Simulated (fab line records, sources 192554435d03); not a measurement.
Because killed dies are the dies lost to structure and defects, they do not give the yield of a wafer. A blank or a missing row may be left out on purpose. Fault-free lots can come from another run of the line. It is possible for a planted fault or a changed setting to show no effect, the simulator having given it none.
fab line records	flow n5Finfet
record lots=24	wafers=72	lastDay=18
route steps=1938 shown MOL_CONTACT_COAG@575 BEOL_M0_SAQP@635
lots that met no fault: from a run of the same line without faults
startH: the number of hours between the record's first day and the start of the first shown wafer of the lot	waitH: hours from the lot's prior step to this one	" repeats the value in the row above	L1.1+2: a row that stands for several wafers	- no value, or no start was given	* or withheld: withheld	< > ~ a bound
route shown NAME@n: a module of which the file shows steps, and the number in the route of the first	usual: mean/standard deviation of fault-free wafers	same: alike in all rows	chamber/n: place in a boat	sites: readings site by site	_std_site: standard deviation of those values	_edge_site: inner sites' mean taken away from outer sites' mean	radiusMm: how far each site lies from the wafer's centre	mask NAME#n: copy n	behind: the last tool/chamber to shape the wafer	hold: reason for holding the lot/hours on hold/outcome of the hold	device: transistor that didn't switch, given as n, p or np	end of line: the same wafers' tests at the end of the route	step lacking rows: just its recipe	killed: dies that structure and defects cost at the first sort, which is not the same as the wafer's yield	map: a wafer's dies, marking killed ones x, the rest . and places with no die _
set.NAME: the setting the step ran with; set.NAME@STEP: the setting that earlier step ran with	model.NAME: the simulator's own value behind a step, which no gauge read
route steps across a sampled set of lots; one table per step, one row per wafer
services: from which hour (startH, from the record's first day; less than 0 if before it) a tool's chamber was out of use, for how many hours, and why
## steps
# step N5_MOL_CONTACT_COAG_INSPECT_57
# recipe mode=adi	inspectInstrument=brightfield
# usual rawDefectCount=186/48
lot.wafer	tool	chamber	startH	waitH	rawDefectCount
L074.1	defectInspect-02	-	97.43	0.1	175
L074.2	"	-	"	"	197
L074.3	"	-	"	"	195
L075.1	defectInspect-02	-	104.72	0.1	251
L075.5	"	-	"	"	197
L075.6	"	-	"	"	175
L076.1	defectInspect-01	-	108.45	0.1	128
L076.3	"	-	"	"	137
L076.4	"	-	"	"	129
L077.1	defectInspect-02	-	112.22	0.1	299
L077.5	"	-	"	"	298
L077.6	"	-	"	"	253
L078.3	defectInspect-02	-	121.54	0.0	135
L078.4	"	-	"	"	189
L078.6	"	-	"	"	173
L079.2	defectInspect-01	-	125.51	0.0	207
L079.3	"	-	"	"	170
L079.4	"	-	"	"	190
L080.1	defectInspect-02	-	135.73	0.1	230
L080.3	"	-	"	"	255
L080.5	"	-	"	"	227
L081.1	defectInspect-01	-	142.92	0.1	183
L081.4	"	-	"	"	152
L081.6	"	-	"	"	256
L082.1	defectInspect-02	-	143.36	0.1	167
L082.4	"	-	"	"	181
L082.5	"	-	"	"	228
L083.2	defectInspect-01	-	149.85	0.0	158
L083.5	"	-	"	"	96
L083.6	"	-	"	"	175
L084.1	defectInspect-01	-	160.46	0.1	91
L084.4	"	-	"	"	85
L084.5	"	-	"	"	143
L085.1	defectInspect-01	-	167.50	0.1	183
L085.4	"	-	"	"	156
L085.6	"	-	"	"	205
L086.1	defectInspect-02	-	167.90	0.1	185
L086.4	"	-	"	"	203
L086.5	"	-	"	"	204
L087.3	defectInspect-01	-	177.76	0.0	190
L087.4	"	-	"	"	185
L087.6	"	-	"	"	226
L088.1	defectInspect-01	-	186.95	0.1	146
L088.2	"	-	"	"	126
L088.6	"	-	"	"	135
L089.1	defectInspect-02	-	190.44	0.1	163
L089.2	"	-	"	"	135
L089.4	"	-	"	"	172
L090.1	defectInspect-01	-	196.94	0.1	155
L090.2	"	-	"	"	261
L090.3	"	-	"	"	177
L092.1	defectInspect-01	-	206.03	0.1	139
L092.2	"	-	"	"	184
L092.3	"	-	"	"	201
L091.1	defectInspect-02	-	211.35	0.1	177
L091.4	"	-	"	"	157
L091.6	"	-	"	"	140
L093.3	defectInspect-01	-	214.40	0.0	147
L093.4	"	-	"	"	110
L093.6	"	-	"	"	237
L094.1	defectInspect-01	-	218.52	0.1	208
L094.4	"	-	"	"	255
L094.6	"	-	"	"	176
L095.2	defectInspect-02	-	222.32	0.0	240
L095.3	"	-	"	"	212
L095.6	"	-	"	"	170
L096.1	defectInspect-02	-	228.47	0.1	201
L096.2	"	-	"	"	163
L096.5	"	-	"	"	192
L097.1	defectInspect-02	-	241.31	0.1	288
L097.4	"	-	"	"	273
L097.6	"	-	"	"	196
# step N5_MOL_CONTACT_COAG_ETCH_67
# recipe chemistry=N2/H2	target=SOC	targetDepthA=600	overetchA=210	maskMaterial=SiARC	tempC=40	timeS=101.2	ionEnergyEv=200	pressureMtorr=30	sourceW=840	biasW=150	n2FlowSccm=200	h2FlowSccm=200
# usual drypumpMotorCurrentA=5.8/0.31	h2FlowSccm=200.0/0.57	n2FlowSccm=200.0/0.62	oesProductAu=0.65/0.057	rfVppV=523.7/2.6	showerheadPlenumPTorr=2.54/0.089	throttleValvePct=17.84/0.22
lot.wafer	tool	chamber	startH	waitH	drypumpMotorCurrentA	h2FlowSccm	n2FlowSccm	oesProductAu	rfHoursCounterH	rfVppV	showerheadPlenumPTorr	throttleValvePct
L074.1	rieDiel-04	3	99.16	0.0	5.7	199.4	199.8	0.76	11	529.5	2.70	17.73
L074.2	"	1	"	"	6.2	200.3	199.6	0.74	21	527.9	2.71	17.81
L074.3	"	2	"	"	5.6	199.7	199.9	0.65	151	525.6	2.64	18.09
L075.1	rieDiel-01	2	106.48	0.0	6.2	199.7	200.1	0.61	181	523.2	2.53	17.75
L075.5	"	2	"	"	6.2	200.3	200.6	0.61	-	525.4	2.53	17.73
L075.6	"	3	"	"	5.7	199.3	200.7	0.67	-	520.8	2.46	17.97
L076.1	rieDiel-04	0	110.54	0.0	5.5	200.1	200.7	0.73	47	522.6	2.48	17.41
L076.3	"	1	"	"	6.2	199.6	201.2	0.74	26	526.7	2.71	17.82
L076.4	"	3	"	"	5.6	199.7	200.5	0.75	14	529.3	2.70	17.74
L077.1	rieDiel-01	0	114.97	0.0	6.1	199.8	199.4	0.71	77	521.8	2.46	17.53
L077.5	"	1	"	"	6.0	199.9	200.4	0.59	-	522.1	2.53	17.83
L077.6	"	2	"	"	6.2	199.2	199.6	0.61	-	524.2	2.53	17.77
L078.3	rieDiel-03	3	123.56	0.0	5.9	200.1	199.8	0.65	144	520.6	2.45	18.09
L078.4	"	0	"	"	5.1	199.8	199.5	0.57	245	523.0	2.51	18.11
L078.6	"	1	"	"	6.3	200.6	199.1	0.56	-	521.4	2.51	17.81
L079.2	rieDiel-04	1	127.14	0.0	6.2	199.9	200.0	0.72	32	528.7	2.71	17.84
L079.3	"	0	"	"	5.5	200.8	199.0	0.72	53	524.2	2.48	17.43
L079.4	"	2	"	"	5.6	200.1	200.7	0.64	161	526.0	2.64	18.12
L080.1	rieDiel-01	0	137.40	0.0	6.1	200.1	199.7	0.70	83	520.1	2.46	17.55
L080.3	"	2	"	"	6.2	200.6	200.0	0.60	190	523.4	2.52	17.76
L080.5	"	1	"	"	6.0	200.4	199.6	0.58	-	523.4	2.52	17.84
L081.1	rieDiel-01	1	144.72	0.0	6.0	200.0	200.2	0.58	217	523.7	2.52	17.85
L081.4	"	0	"	"	6.1	198.3	199.6	0.71	86	520.6	2.46	17.54
L081.6	"	0	"	"	6.1	199.1	199.8	0.71	-	521.8	2.46	17.54
L082.1	rieDiel-03	0	145.23	0.0	5.1	199.3	200.3	0.57	253	523.2	2.51	18.14
L082.4	"	2	"	"	5.5	200.8	199.4	0.65	-	527.2	2.66	18.09
L082.5	"	3	"	"	5.9	199.4	200.2	0.64	-	519.2	2.44	18.11
L083.2	rieDiel-03	3	151.48	0.0	6.0	201.5	201.0	0.65	154	521.3	2.44	18.14
L083.5	"	3	"	"	6.0	201.6	200.1	0.64	-	520.2	2.44	18.11
L083.6	"	2	"	"	5.5	199.0	200.7	0.65	-	526.8	2.66	18.09
L084.1	rieDiel-01	1	162.66	0.0	6.0	199.1	200.1	0.58	224	522.6	2.52	17.86
L084.4	"	3	"	"	5.7	200.5	199.2	0.65	114	520.3	2.45	17.99
L084.5	"	2	"	"	6.2	199.9	200.7	0.60	-	522.7	2.52	17.75
L085.1	rieDiel-03	3	169.38	0.0	6.0	200.0	200.4	0.65	164	521.4	2.44	18.13
L085.4	"	2	"	"	5.5	200.4	200.6	0.65	-	526.4	2.66	18.11
L085.6	"	3	"	"	5.9	200.1	199.6	0.63	-	520.8	2.44	18.13
L086.1	rieDiel-01	3	170.07	0.0	5.7	200.0	200.4	0.66	116	521.5	2.45	18.00
L086.4	"	0	"	"	6.1	199.0	199.3	0.70	94	520.4	2.46	17.58
L086.5	"	1	"	"	6.0	199.4	199.9	0.58	-	523.3	2.52	17.86
L087.3	rieDiel-01	2	179.80	0.0	6.2	200.5	200.2	0.60	205	524.9	2.52	17.79
L087.4	"	1	"	"	6.0	199.8	200.2	0.57	230	523.8	2.52	17.87
L087.6	"	1	"	"	6.0	200.0	200.4	0.58	-	522.3	2.52	17.87
L088.1	rieDiel-01	2	189.10	0.0	6.2	199.7	199.1	0.59	209	523.3	2.52	17.80
L088.2	"	0	"	"	6.0	199.1	199.3	0.69	101	523.2	2.45	17.58
L088.6	"	0	"	"	6.1	199.0	199.7	0.68	-	521.7	2.45	17.57
L089.1	rieDiel-04	1	192.33	0.0	6.2	200.6	200.4	0.72	42	528.1	2.70	17.84
L089.2	"	0	"	"	5.5	199.9	200.9	0.70	78	522.1	2.47	17.47
L089.4	"	3	"	"	5.6	200.5	199.9	0.70	44	526.7	2.69	17.80
L090.1	rieDiel-01	2	198.75	0.0	6.2	200.7	199.8	0.59	212	523.0	2.52	17.80
L090.2	"	3	"	"	5.7	200.3	200.2	0.64	126	521.2	2.45	18.01
L090.3	"	1	"	"	6.0	199.4	199.7	0.57	237	524.9	2.51	17.87
L092.1	rieDiel-01	2	207.67	0.0	6.2	199.8	200.3	0.60	215	523.5	2.51	17.83
L092.2	"	0	"	"	6.1	200.6	200.2	0.69	107	520.3	2.45	17.59
L092.3	"	3	"	"	5.8	200.0	199.5	0.64	129	520.9	2.45	18.02
L091.1	rieDiel-01	3	213.53	0.0	5.8	199.8	200.7	0.64	131	519.3	2.45	18.03
L091.4	"	2	"	"	6.2	199.9	199.5	0.59	218	521.8	2.51	17.81
L091.6	"	1	"	"	6.0	199.8	199.9	0.57	-	524.7	2.51	17.89
L093.3	rieDiel-04	0	216.04	0.0	5.5	200.6	200.2	0.70	86	521.5	2.46	17.48
L093.4	"	2	"	"	5.6	200.7	200.0	0.62	192	526.2	2.62	18.19
L093.6	"	3	"	"	5.7	198.8	201.0	0.70	-	528.0	2.68	17.82
L094.1	rieDiel-04	1	220.15	0.0	6.2	200.2	200.3	0.70	49	527.7	2.70	17.87
L094.4	"	3	"	"	5.7	199.9	200.6	0.69	54	528.2	2.68	17.81
L094.6	"	2	"	"	5.6	200.3	200.3	0.62	-	525.3	2.62	18.18
L095.2	rieDiel-04	3	224.17	0.0	5.7	199.9	199.2	0.69	56	528.5	2.68	17.81
L095.3	"	2	"	"	5.6	200.9	200.2	0.62	195	527.3	2.62	18.19
L095.6	"	3	"	"	5.7	200.0	199.7	0.69	-	527.2	2.68	17.83
L096.1	rieDiel-01	3	230.97	0.0	5.8	199.6	199.0	0.63	138	521.7	2.44	18.04
L096.2	"	1	"	"	5.9	199.4	200.5	0.57	246	523.4	2.51	17.90
L096.5	"	3	"	"	5.8	199.3	199.8	0.64	-	519.7	2.44	18.02
L097.1	rieDiel-03	0	244.27	0.0	5.1	199.5	199.5	0.75	24	522.5	2.49	17.72
L097.4	"	2	"	"	5.5	200.1	200.9	0.63	166	526.9	2.65	18.15
L097.6	"	3	"	"	5.9	199.3	201.0	0.62	-	521.9	2.43	18.16
# step N5_MOL_CONTACT_COAG_ETCH_124
# recipe chemistry=CH3F/O2	target=SiNx	targetDepthA=65	maskMaterial=SOC	stopOn=SiOC	overEtchFrac=0.3	ionEnergyEv=120	pressureMtorr=30	sourceW=395	biasW=73	Ar_flow_sccm=150	CH3F_flow_sccm=30	O2_flow_sccm=20	ends=endPoint
# usual drypumpMotorCurrentA=5.8/0.31	oes_ar_750_au=0.78/0.068	oesProductAu=0.66/0.058	rfVppV=297.8/2.9	showerheadPlenumPTorr=1.99/0.074	throttleValvePct=16.33/0.24
lot.wafer	tool	chamber	startH	waitH	drypumpMotorCurrentA	oes_ar_750_au	oesProductAu	rfHoursCounterH	rfVppV	showerheadPlenumPTorr	throttleValvePct
L074.1	rieDiel-04	3	99.31	0.0	5.7	0.89	0.77	11	304.1	2.14	16.35
L074.2	"	1	"	"	6.2	0.88	0.76	21	302.6	2.14	16.23
L074.3	"	2	"	"	5.6	0.77	0.67	151	297.4	2.08	16.68
L075.1	rieDiel-01	2	106.63	0.0	6.2	0.72	0.63	181	297.4	1.99	16.24
L075.5	"	2	"	"	6.2	0.72	0.62	-	297.2	2.00	16.24
L075.6	"	3	"	"	5.7	0.80	0.68	-	295.2	1.93	16.42
L076.1	rieDiel-04	0	110.69	0.0	5.5	0.88	0.75	47	293.6	1.95	15.93
L076.3	"	1	"	"	6.2	0.87	0.76	27	302.7	2.14	16.24
L076.4	"	3	"	"	5.7	0.89	0.76	14	304.1	2.14	16.33
L077.1	rieDiel-01	0	115.12	0.0	6.0	0.84	0.72	77	298.3	1.93	15.91
L077.5	"	1	"	"	6.0	0.69	0.59	-	298.3	1.98	16.38
L077.6	"	2	"	"	6.2	0.72	0.63	-	297.7	1.99	16.24
L078.3	rieDiel-03	3	123.71	0.0	5.9	0.79	0.66	144	293.9	1.92	16.49
L078.4	"	0	"	"	5.1	0.68	0.58	245	301.5	1.96	16.57
L078.6	"	1	"	"	6.3	0.68	0.58	-	293.9	1.97	16.32
L079.2	rieDiel-04	1	127.29	0.0	6.2	0.86	0.74	32	303.3	2.13	16.24
L079.3	"	0	"	"	5.5	0.87	0.74	53	293.1	1.95	15.94
L079.4	"	2	"	"	5.6	0.76	0.65	161	298.2	2.08	16.70
L080.1	rieDiel-01	0	137.55	0.0	6.1	0.84	0.72	84	299.6	1.93	15.92
L080.3	"	2	"	"	6.2	0.72	0.61	190	298.1	1.99	16.25
L080.5	"	1	"	"	5.9	0.70	0.60	-	297.1	1.97	16.38
L081.1	rieDiel-01	1	144.87	0.0	6.0	0.69	0.59	217	298.0	1.97	16.38
L081.4	"	0	"	"	6.1	0.83	0.72	86	297.7	1.93	15.93
L081.6	"	0	"	"	6.0	0.84	0.71	-	298.2	1.93	15.93
L082.1	rieDiel-03	0	145.38	0.0	5.1	0.67	0.57	253	301.5	1.96	16.56
L082.4	"	2	"	"	5.5	0.78	0.67	-	297.7	2.09	16.62
L082.5	"	3	"	"	5.9	0.78	0.65	-	292.4	1.92	16.50
L083.2	rieDiel-03	3	151.63	0.0	5.9	0.78	0.66	154	293.5	1.92	16.48
L083.5	"	3	"	"	5.9	0.78	0.66	-	294.7	1.92	16.50
L083.6	"	2	"	"	5.5	0.78	0.66	-	297.8	2.09	16.62
L084.1	rieDiel-01	1	162.81	0.0	5.9	0.69	0.58	224	296.9	1.97	16.41
L084.4	"	3	"	"	5.7	0.79	0.65	114	294.8	1.93	16.45
L084.5	"	2	"	"	6.2	0.71	0.61	-	298.0	1.99	16.28
L085.1	rieDiel-03	3	169.53	0.0	5.9	0.77	0.65	164	293.7	1.92	16.52
L085.4	"	2	"	"	5.5	0.77	0.65	-	298.4	2.08	16.65
L085.6	"	3	"	"	5.9	0.77	0.65	-	292.6	1.92	16.51
L086.1	rieDiel-01	3	170.22	0.0	5.7	0.78	0.66	117	294.6	1.93	16.45
L086.4	"	0	"	"	6.0	0.82	0.71	94	299.5	1.93	15.94
L086.5	"	1	"	"	6.0	0.69	0.59	-	297.2	1.97	16.42
L087.3	rieDiel-01	2	179.95	0.0	6.2	0.71	0.61	205	296.7	1.99	16.28
L087.4	"	1	"	"	6.0	0.69	0.59	230	298.2	1.97	16.40
L087.6	"	1	"	"	6.0	0.68	0.58	-	297.1	1.97	16.41
L088.1	rieDiel-01	2	189.25	0.0	6.2	0.71	0.61	209	299.2	1.99	16.28
L088.2	"	0	"	"	6.1	0.82	0.70	101	298.9	1.93	15.95
L088.6	"	0	"	"	6.0	0.81	0.70	-	298.8	1.92	15.95
L089.1	rieDiel-04	1	192.48	0.0	6.2	0.85	0.72	42	302.6	2.13	16.26
L089.2	"	0	"	"	5.5	0.84	0.72	78	293.7	1.94	15.97
L089.4	"	3	"	"	5.7	0.83	0.72	45	301.9	2.13	16.41
L090.1	rieDiel-01	2	198.90	0.0	6.2	0.70	0.60	212	296.3	1.98	16.30
L090.2	"	3	"	"	5.7	0.78	0.65	126	295.2	1.92	16.47
L090.3	"	1	"	"	5.9	0.68	0.58	237	297.4	1.97	16.43
L092.1	rieDiel-01	2	207.82	0.0	6.2	0.70	0.61	215	296.5	1.98	16.32
L092.2	"	0	"	"	6.1	0.81	0.69	108	300.0	1.92	15.95
L092.3	"	3	"	"	5.7	0.77	0.66	129	294.5	1.92	16.48
L091.1	rieDiel-01	3	213.68	0.0	5.7	0.77	0.65	131	294.9	1.92	16.49
L091.4	"	2	"	"	6.2	0.70	0.60	218	296.8	1.98	16.30
L091.6	"	1	"	"	5.9	0.68	0.58	-	298.2	1.97	16.42
L093.3	rieDiel-04	0	216.19	0.0	5.5	0.83	0.71	86	294.3	1.94	15.99
L093.4	"	2	"	"	5.6	0.73	0.64	192	297.2	2.07	16.75
L093.6	"	3	"	"	5.6	0.82	0.70	-	301.3	2.13	16.41
L094.1	rieDiel-04	1	220.31	0.0	6.2	0.83	0.71	49	301.6	2.13	16.27
L094.4	"	3	"	"	5.6	0.82	0.70	54	303.2	2.12	16.41
L094.6	"	2	"	"	5.6	0.74	0.63	-	298.6	2.07	16.77
L095.2	rieDiel-04	3	224.32	0.0	5.7	0.81	0.70	56	302.6	2.12	16.43
L095.3	"	2	"	"	5.6	0.74	0.64	195	297.0	2.07	16.78
L095.6	"	3	"	"	5.6	0.81	0.71	-	301.3	2.12	16.43
L096.1	rieDiel-01	3	231.12	0.0	5.8	0.77	0.65	138	295.0	1.92	16.49
L096.2	"	1	"	"	6.0	0.67	0.57	246	297.0	1.96	16.43
L096.5	"	3	"	"	5.7	0.76	0.65	-	295.4	1.92	16.50
L097.1	rieDiel-03	0	244.42	0.0	5.1	0.87	0.76	24	300.6	1.95	16.13
L097.4	"	2	"	"	5.5	0.75	0.64	166	296.6	2.07	16.67
L097.6	"	3	"	"	5.9	0.76	0.63	-	292.8	1.91	16.56
# step N5_MOL_CONTACT_COAG_CD_MEAS_101
# recipe targetCdNm=16
# usual cdNm=15.91/0.28
lot.wafer	tool	chamber	startH	waitH	cdNm
L074.1	cdSem-02	-	99.63	0.0	15.76
L074.2	"	-	"	"	15.58
L074.3	"	-	"	"	15.88
L075.1	cdSem-03	-	106.95	0.0	15.98
L075.5	"	-	"	"	15.89
L075.6	"	-	"	"	15.99
L076.1	cdSem-01	-	111.02	0.0	16.53
L076.3	"	-	"	"	16.07
L076.4	"	-	"	"	16.04
L077.1	cdSem-01	-	115.45	0.0	15.45
L077.5	"	-	"	"	16.20
L077.6	"	-	"	"	15.71
L078.3	cdSem-01	-	124.03	0.0	15.96
L078.4	"	-	"	"	16.23
L078.6	"	-	"	"	16.02
L079.2	cdSem-03	-	127.61	0.0	15.99
L079.3	"	-	"	"	16.13
L079.4	"	-	"	"	15.71
L080.1	cdSem-03	-	137.88	0.0	15.96
L080.3	"	-	"	"	15.37
L080.5	"	-	"	"	15.49
L081.1	cdSem-03	-	145.20	0.0	16.39
L081.4	"	-	"	"	16.17
L081.6	"	-	"	"	15.32
L082.1	cdSem-03	-	145.70	0.0	15.51
L082.4	"	-	"	"	15.83
L082.5	"	-	"	"	15.94
L083.2	cdSem-02	-	151.96	0.0	15.70
L083.5	"	-	"	"	16.29
L083.6	"	-	"	"	15.84
L084.1	cdSem-03	-	163.16	0.0	15.94
L084.4	"	-	"	"	16.07
L084.5	"	-	"	"	15.37
L085.1	cdSem-03	-	169.85	0.0	16.09
L085.4	"	-	"	"	16.34
L085.6	"	-	"	"	15.72
L086.1	cdSem-02	-	170.55	0.0	16.17
L086.4	"	-	"	"	16.13
L086.5	"	-	"	"	16.09
L087.3	cdSem-03	-	180.28	0.0	15.85
L087.4	"	-	"	"	15.88
L087.6	"	-	"	"	15.70
L088.1	cdSem-01	-	189.57	0.0	15.94
L088.2	"	-	"	"	15.94
L088.6	"	-	"	"	15.80
L089.1	cdSem-02	-	192.80	0.0	16.13
L089.2	"	-	"	"	15.87
L089.4	"	-	"	"	15.91
L090.1	cdSem-03	-	199.23	0.0	15.72
L090.2	"	-	"	"	15.88
L090.3	"	-	"	"	15.81
L092.1	cdSem-01	-	208.14	0.0	15.82
L092.2	"	-	"	"	15.54
L092.3	"	-	"	"	15.94
L091.1	cdSem-01	-	214.00	0.0	15.83
L091.4	"	-	"	"	15.36
L091.6	"	-	"	"	15.91
L093.3	cdSem-01	-	216.51	0.0	16.14
L093.4	"	-	"	"	15.54
L093.6	"	-	"	"	15.76
L094.1	cdSem-03	-	220.63	0.0	16.33
L094.4	"	-	"	"	16.42
L094.6	"	-	"	"	16.49
L095.2	cdSem-03	-	224.64	0.0	15.76
L095.3	"	-	"	"	16.17
L095.6	"	-	"	"	16.16
L096.1	cdSem-03	-	231.49	0.0	15.67
L096.2	"	-	"	"	16.22
L096.5	"	-	"	"	15.83
L097.1	cdSem-03	-	244.74	0.0	16.16
L097.4	"	-	"	"	15.84
L097.6	"	-	"	"	15.53
# step N5_MOL_CONTACT_COAG_INSPECT_97
# recipe inspectInstrument=darkfield	mode=postAnneal
# usual rawDefectCount=44/15
lot.wafer	tool	chamber	startH	waitH	rawDefectCount
L074.1	defectInspect-01	-	103.43	0.0	45
L074.2	"	-	"	"	41
L074.3	"	-	"	"	56
L075.1	defectInspect-02	-	110.76	0.0	54
L075.5	"	-	"	"	53
L075.6	"	-	"	"	59
L076.1	defectInspect-02	-	115.15	0.0	37
L076.3	"	-	"	"	54
L076.4	"	-	"	"	32
L077.1	defectInspect-01	-	119.57	0.0	62
L077.5	"	-	"	"	43
L077.6	"	-	"	"	42
L078.3	defectInspect-02	-	127.87	0.1	35
L078.4	"	-	"	"	25
L078.6	"	-	"	"	45
L079.2	defectInspect-01	-	131.44	0.1	31
L079.3	"	-	"	"	33
L079.4	"	-	"	"	22
L080.1	defectInspect-01	-	141.67	0.0	23
L080.3	"	-	"	"	20
L080.5	"	-	"	"	30
L081.1	defectInspect-01	-	149.00	0.0	52
L081.4	"	-	"	"	61
L081.6	"	-	"	"	64
L082.1	defectInspect-02	-	152.00	0.0	56
L082.4	"	-	"	"	21
L082.5	"	-	"	"	24
L083.2	defectInspect-01	-	156.17	0.0	30
L083.5	"	-	"	"	45
L083.6	"	-	"	"	37
L084.1	defectInspect-01	-	167.00	0.0	36
L084.4	"	-	"	"	23
L084.5	"	-	"	"	39
L085.1	defectInspect-02	-	173.68	0.0	35
L085.4	"	-	"	"	43
L085.6	"	-	"	"	26
L086.1	defectInspect-02	-	176.68	0.0	49
L086.4	"	-	"	"	58
L086.5	"	-	"	"	47
L087.3	defectInspect-01	-	184.11	0.1	46
L087.4	"	-	"	"	38
L087.6	"	-	"	"	40
L088.1	defectInspect-02	-	193.39	0.0	57
L088.2	"	-	"	"	32
L088.6	"	-	"	"	32
L089.1	defectInspect-02	-	196.60	0.0	51
L089.2	"	-	"	"	38
L089.4	"	-	"	"	64
L090.1	defectInspect-02	-	203.03	0.0	50
L090.2	"	-	"	"	31
L090.3	"	-	"	"	44
L092.1	defectInspect-01	-	211.94	0.0	35
L092.2	"	-	"	"	69
L092.3	"	-	"	"	36
L091.1	defectInspect-02	-	217.82	0.0	47
L091.4	"	-	"	"	40
L091.6	"	-	"	"	29
L093.3	defectInspect-02	-	220.85	0.1	56
L093.4	"	-	"	"	29
L093.6	"	-	"	"	39
L094.1	defectInspect-02	-	224.42	0.0	49
L094.4	"	-	"	"	42
L094.6	"	-	"	"	74
L095.2	defectInspect-01	-	228.46	0.0	46
L095.3	"	-	"	"	41
L095.6	"	-	"	"	44
L096.1	defectInspect-01	-	235.29	0.0	22
L096.2	"	-	"	"	36
L096.5	"	-	"	"	50
L097.1	defectInspect-01	-	248.54	0.0	97
L097.4	"	-	"	"	50
L097.6	"	-	"	"	77
# step N5_BEOL_M0_SAQP_PECVD_03
# recipe material=SiCN	targetThkA=120	tempC=withheld	precursor=3MS/NH3	pressureTorr=3	rfW=202	timeS=21.1
# usual showerheadPlenumPTorr=3.667/0.01	throttleValvePct=9.2/0.59
lot.wafer	tool	chamber	startH	waitH	showerheadPlenumPTorr	throttleValvePct
L074.1	pecvd-03	0	105.27	0.1	3.673	8.5
L074.2	"	2	"	"	3.672	9.4
L074.3	"	1	"	"	3.687	9.8
L075.1	pecvd-03	1	112.31	0.1	3.677	9.7
L075.5	"	0	"	"	3.669	8.5
L075.6	"	2	"	"	3.680	9.4
L076.1	pecvd-04	1	117.39	0.1	3.668	8.8
L076.3	"	0	"	"	3.670	10.1
L076.4	"	1	"	"	3.670	8.5
L077.1	pecvd-02	1	121.51	0.1	3.650	9.2
L077.5	"	2	"	"	3.660	9.2
L077.6	"	0	"	"	3.641	10.4
L078.3	pecvd-03	1	129.13	0.1	3.670	9.9
L078.4	"	2	"	"	3.668	9.3
L078.6	"	1	"	"	3.683	9.7
L079.2	pecvd-02	0	132.00	0.1	3.646	10.1
L079.3	"	2	"	"	3.665	9.0
L079.4	"	1	"	"	3.654	9.3
L080.1	pecvd-04	2	142.21	0.1	3.647	8.7
L080.3	"	0	"	"	3.669	10.3
L080.5	"	2	"	"	3.652	8.9
L081.1	pecvd-04	2	151.99	0.1	3.658	8.8
L081.4	"	0	"	"	3.671	9.8
L081.6	"	2	"	"	3.656	9.0
L082.1	pecvd-03	2	153.07	0.1	3.656	9.4
L082.4	"	0	"	"	3.666	8.6
L082.5	"	1	"	"	3.683	9.8
L083.2	pecvd-04	0	156.69	0.1	3.663	10.2
L083.5	"	1	"	"	3.665	8.6
L083.6	"	0	"	"	3.666	10.2
L084.1	pecvd-03	1	168.55	0.1	3.673	9.8
L084.4	"	0	"	"	3.667	8.8
L084.5	"	1	"	"	3.675	10.0
L085.1	pecvd-03	2	174.73	0.1	3.675	9.0
L085.4	"	0	"	"	3.675	8.8
L085.6	"	1	"	"	3.671	9.7
L086.1	pecvd-04	1	177.74	0.1	3.674	8.5
L086.4	"	2	"	"	3.656	8.5
L086.5	"	1	"	"	3.664	8.9
L087.3	pecvd-03	2	185.99	0.1	3.666	9.6
L087.4	"	1	"	"	3.676	9.7
L087.6	"	2	"	"	3.676	9.1
L088.1	pecvd-04	2	194.35	0.1	3.648	8.6
L088.2	"	1	"	"	3.673	8.9
L088.6	"	2	"	"	3.654	8.6
L089.1	pecvd-03	0	197.14	0.1	3.677	8.7
L089.2	"	2	"	"	3.660	9.3
L089.4	"	1	"	"	3.672	9.7
L090.1	pecvd-03	1	207.17	0.1	3.687	9.7
L090.2	"	0	"	"	3.672	8.9
L090.3	"	0	"	"	3.674	9.1
L092.1	pecvd-03	1	214.80	0.1	3.684	9.8
L092.2	"	0	"	"	3.664	9.0
L092.3	"	1	"	"	3.669	9.6
L091.1	pecvd-04	2	219.49	0.1	3.648	8.7
L091.4	"	0	"	"	3.674	10.3
L091.6	"	2	"	"	3.653	8.7
L093.3	pecvd-04	1	223.78	0.1	3.675	8.6
L093.4	"	1	"	"	3.671	8.6
L093.6	"	2	"	"	3.646	9.0
L094.1	pecvd-03	1	225.87	0.1	3.681	9.4
L094.4	"	1	"	"	3.678	9.7
L094.6	"	0	"	"	3.660	9.2
L095.2	pecvd-04	1	229.25	0.1	3.669	8.5
L095.3	"	2	"	"	3.647	8.6
L095.6	"	1	"	"	3.666	8.7
L096.1	pecvd-03	2	236.16	0.1	3.668	8.1
L096.2	"	0	"	"	3.672	8.8
L096.5	"	0	"	"	3.661	9.0
L097.1	pecvd-03	2	250.03	0.1	3.674	8.5
L097.4	"	1	"	"	3.668	9.6
L097.6	"	0	"	"	3.679	9.2
## services
tool	chamber	startH	hours	kind
rieDiel-03	2	88.25	5.0	repair
pecvd-02	-	100.50	1.7	repair
pecvd-04	-	130.61	2.8	pm
rieDiel-03	1	136.58	-	clean
rieDiel-03	1	136.58	-	consumableReplace:focusRing
rieDiel-03	1	136.58	23.6	scheduledDown
rieDiel-03	1	136.58	23.6	ventCycle
pecvd-02	-	146.23	95.5	repair
rieDiel-04	1	154.12	31.9	repair
rieDiel-03	0	160.31	-	clean
rieDiel-03	0	160.31	-	consumableReplace:focusRing
rieDiel-03	0	160.31	19.5	scheduledDown
pecvd-03	2	202.38	-	clean
pecvd-03	2	202.38	-	consumableReplace:showerhead
pecvd-03	2	202.38	29.0	scheduledDown
pecvd-03	2	202.38	29.0	ventCycle
rieDiel-01	1	203.47	7.2	repair
rieDiel-04	1	209.09	6.8	repair
rieDiel-03	2	212.85	15.3	repair
rieDiel-04	-	240.08	14.6	pm
rieDiel-01	1	244.09	-	clean
rieDiel-01	1	244.09	-	consumableReplace:focusRing
rieDiel-01	1	244.09	13.9	scheduledDown
rieDiel-01	1	244.09	13.9	ventCycle
## key
fault none
